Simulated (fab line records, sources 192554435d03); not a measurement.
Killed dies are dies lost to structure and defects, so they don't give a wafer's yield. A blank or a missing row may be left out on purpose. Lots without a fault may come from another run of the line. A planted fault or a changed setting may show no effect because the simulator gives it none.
Chamber matching | flow n5_finfet | N5_BEOL_M9_STRIP_36 on rie_diel-03: 4 sister chambers
The step strips in N2/H2. 27 wafers are shown with their chamber, then 12 later ones without.

WAFERS WITH THEIR CHAMBER
wafer  | chamber | showerhead_plenum_p_Torr (Torr) | drypump_motor_current_A (A) | throttle_valve_pct (%)
L075.2 | 1       | 2.45                            | 5.4                         | 23.1
L075.4 | 2       | 2.42                            | 6.2                         | 23.2
L075.6 | 3       | 2.66                            | 5.1                         | 23.7
L079.1 | 2       | 2.42                            | 6.2                         | 23.2
L079.2 | 3       | 2.66                            | 5.1                         | 23.7
L079.6 | 1       | 2.45                            | 5.4                         | 23.1
L077.1 | 2       | 2.42                            | 6.1                         | 23.3
L077.3 | 0       | 2.53                            | 5.5                         | 23.4
L077.5 | 0       | 2.53                            | 5.5                         | 23.5
L078.2 | 0       | 2.53                            | 5.5                         | 23.5
L078.4 | 3       | 2.66                            | 5.1                         | 23.7
L078.5 | 1       | 2.45                            | 5.4                         | 23.1
L084.1 | 2       | 2.42                            | 6.1                         | 23.2
L084.3 | 0       | 2.53                            | 5.5                         | 23.5
L084.6 | 1       | 2.45                            | 5.3                         | 23.1
L086.3 | 1       | 2.44                            | 5.4                         | 23.1
L086.4 | 2       | 2.42                            | 6.1                         | 23.3
L086.5 | 2       | 2.41                            | 6.2                         | 23.3
L087.1 | 3       | 2.65                            | 5.1                         | 23.7
L087.2 | 2       | 2.41                            | 6.2                         | 23.3
L087.3 | 0       | 2.52                            | 5.5                         | 23.5
L087.4 | 1       | 2.44                            | 5.4                         | 23.1
L087.5 | 2       | 2.41                            | 6.1                         | 23.3
L087.6 | 1       | 2.44                            | 5.4                         | 23.1
L088.1 | 1       | 2.44                            | 5.4                         | 23.1
L088.2 | 3       | 2.65                            | 5.1                         | 23.7
L088.5 | 3       | 2.65                            | 5.1                         | 23.7

SIGNATURES (means of the wafers above)
reading                  | chamber 0 | chamber 1 | chamber 2 | chamber 3 | scatter within a chamber
showerhead_plenum_p_Torr | 2.5280    | 2.4450    | 2.4162    | 2.6550    | 0.00518
drypump_motor_current_A  | 5.500     | 5.388     | 6.150     | 5.100     | 0.0354
throttle_valve_pct       | 23.480    | 23.100    | 23.262    | 23.700    | 0.0341
Rule: a wafer's distance from a chamber is the root of the sum, over the readings, of the square of ((its reading less the chamber's mean) divided by the reading's scatter). The wafer belongs to the nearest chamber; if the next one is less than 2 further off, it can't be placed. The scatter: the root of (the sum of the squares of (reading less its chamber's mean) over the shown wafers, divided by (wafers less chambers)).

WAFERS WITHOUT THEIR CHAMBER
wafer  | showerhead_plenum_p_Torr (Torr) | drypump_motor_current_A (A) | throttle_valve_pct (%)
L091.3 | 2.65                            | 5.1                         | 23.7
L091.5 | 2.44                            | 5.4                         | 23.1
L091.6 | 2.52                            | 5.5                         | 23.5
L094.1 | 2.52                            | 5.5                         | 23.5
L094.5 | 2.65                            | 5.1                         | 23.8
L094.6 | 2.41                            | 6.1                         | 23.3
L096.1 | 2.44                            | 5.4                         | 23.1
L096.2 | 2.51                            | 5.5                         | 23.5
L096.3 | 2.64                            | 5.1                         | 23.8
L096.4 | 2.41                            | 6.1                         | 23.3
L096.5 | 2.64                            | 5.1                         | 23.8
L096.6 | 2.41                            | 6.2                         | 23.3

WHICH CHAMBER EACH WENT THROUGH
wafer  | from the rows above | in truth
L091.3 | 3                   | 3
L091.5 | 1                   | 1
L091.6 | 0                   | 0
L094.1 | 0                   | 0
L094.5 | 3                   | 3
L094.6 | 2                   | 2
L096.1 | 1                   | 1
L096.2 | 0                   | 0
L096.3 | 3                   | 3
L096.4 | 2                   | 2
L096.5 | 3                   | 3
L096.6 | 2                   | 2
Placed correctly: 12 of 12. Can't be placed from these rows: 0. Placed wrongly: 0.
